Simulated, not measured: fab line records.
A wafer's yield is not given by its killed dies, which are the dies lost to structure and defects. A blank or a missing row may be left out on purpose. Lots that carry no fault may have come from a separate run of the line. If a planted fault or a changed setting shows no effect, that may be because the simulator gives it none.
Struck lot and sound lot, side by side	flow n5_finfet	16 out of 1938 route steps
Sound: wafers L867.2, L867.3, L867.4. Struck: wafer L872.5 (left out: L872.1, L872.3 of the same lot, which were not struck); the cause appears at the end.
Each step with rows lists, per side, the tool, then ch with its chambers, then its first start. Under that, the readings that differ: sound wafers	struck wafers	difference of the means	sigmas: that difference in standard deviations of wafers without a fault.
alike: readings with means less than 2 such deviations apart, plus words and numbers identical on both sides. not compared: withheld readings, readings lacking a value on some wafer, bounds such as >300 that could conceal the same value, and numbers that have no deviation in the record and whose values overlap.
Wherever a step has rows on one side only, a row that says differs or no value, or a row with sigmas, the two part there. Non-overlapping numbers with no deviation appear without sigmas and do not part them. A reading that every wafer of one side lacks parts them only if that side has two wafers or more.

N5_HKMG_FIN_CD_MEAS_12: the cd target is 92.8 nm.
  sound on cd_sem-02 ch 0, day 6 02:00; struck on cd_sem-03 ch 0, day 7 09:12
  alike: cd_nm
N5_HKMG_FIN_OVL_MEAS_13:
  sound on overlay-02 ch 0, day 6 02:02; struck on overlay-01 ch 0, day 7 09:14
  alike: NWFM_OVL
N5_HKMG_FIN_INSPECT_14: inspects for defects (macro).
  sound: defect_inspect-02 at day 6 02:04; struck: defect_inspect-01 at day 7 09:15
  alike: raw_defect_count
N5_HKMG_FIN_DESCUM_17: chemistry O2, time 7.9 s.
  sound on rie_diel-06 ch 0,1,2, day 6 02:10; struck on rie_diel-06 ch 3, day 7 09:17
reading	sound	struck	difference	sigmas
showerhead_plenum_p_Torr (Torr)	2.09 2.17 2.06	1.93	-0.18	-2
  alike: drypump_motor_current_A, oes_product_au, rf_vpp_V, throttle_valve_pct
  not compared: rf_hours_counter_h
N5_HKMG_FIN_ETCH_31: etches SiARC in CF4, target depth 45.5 nm, time 75.8 s.
  sound on rie_diel-06 ch 0,1,2, day 6 02:12; struck on rie_diel-06 ch 3, day 7 09:19
  alike: drypump_motor_current_A, etch_rf_on_time_s, oes_product_au, rf_vpp_V, showerhead_plenum_p_Torr, throttle_valve_pct
  not compared: rf_hours_counter_h
then, 3 steps without rows for these wafers: N5_HKMG_FIN_ETCH_32 (etches SOC in N2/H2, target depth 240 nm, time 300 s); N5_HKMG_FIN_STRIP_33 (strips in N2/H2); N5_HKMG_FIN_STRIP_34 (strips in CF4).
N5_HKMG_FIN_ETCH_35: etches SOC in N2/H2, target depth 215.8 nm, time 243.4 s.
  sound on rie_diel-06 ch 0,1,2, day 6 02:28; struck on rie_diel-06 ch 3, day 7 09:35
  alike: drypump_motor_current_A, oes_product_au, rf_vpp_V, showerhead_plenum_p_Torr, throttle_valve_pct
  not compared: rf_hours_counter_h
N5_HKMG_FIN_STRIP_92: strips SOC in N2/H2, time 20 s.
  sound on rie_diel-06 ch 0,1,2, day 6 02:37; struck on rie_diel-06 ch 3, day 7 09:44
  alike: drypump_motor_current_A, oes_product_au, rf_vpp_V, showerhead_plenum_p_Torr, throttle_valve_pct
  not compared: rf_hours_counter_h
then, 1 step without rows for these wafers: N5_HKMG_FIN_WET_ETCH_18 (etches TiN in SC1, time 55 s, target depth 5.2 nm, rinse time 30 s).
N5_HKMG_FIN_STRIP_19: strips in N2/H2, time 360 s.
  sound on plasma_asher-01 ch 0,1, day 6 02:46; struck on plasma_asher-02 ch 0, day 7 09:53
reading	sound	struck	difference	sigmas
drypump_motor_current_A (A)	5.9 6.2 5.9	5.2	-0.8	-2
heater_power_w (W)	481 474 463	551	+78	+2
  not compared: rf_hours_counter_h
N5_HKMG_FIN_ALD_91: deposits TiN, target thk 1 nm, pulse time 1 s, purge time 3 s.
  sound on ald_metal-02 ch 1,2,3, day 6 03:08; struck on ald_metal-01 ch 2, day 7 10:16
reading	sound	struck	difference	sigmas
co_reactant_pulse_time_s (s)	2 2 2	2.2554	+0.2554	
  alike: heater_power_w, precursor_pulse_height_rel
then, 1 step without rows for these wafers: N5_HKMG_FIN_COAT_85 (time 60 s, resist thk 300 nm).
-- the record jumps here: 10 days lie between the struck wafers' starts before and after (it left off in module HKMG_FIN and takes up again in module BEOL_M4, whose first step shown is number 1111 of the route) --
N5_BEOL_M4_RC_MEAS_101:
  sound on prober-01 ch 0, day 17 07:06; struck on prober-02 ch 0, day 17 15:15
  alike: DIBL_N, DIBL_P, IOFF_N, IOFF_P, ION_N, ION_P, SS_N, SS_P, VT_N, VT_P
-- a jump in the record: the struck wafers' starts before and after are 5 days apart (it breaks off in module BEOL_M4 and resumes in module PASSIVATION, where the first step shown is number 1936 of the route) --
N5_PASSIVATION_PROBE_49:
  rows exist in the record for the struck wafers here (prober-01, day 22 19:30), but not for the sound ones

== WHERE THEY PART ==
First at N5_HKMG_FIN_DESCUM_17; last, within this record, at N5_PASSIVATION_PROBE_49.

WHY: what the simulator had put in
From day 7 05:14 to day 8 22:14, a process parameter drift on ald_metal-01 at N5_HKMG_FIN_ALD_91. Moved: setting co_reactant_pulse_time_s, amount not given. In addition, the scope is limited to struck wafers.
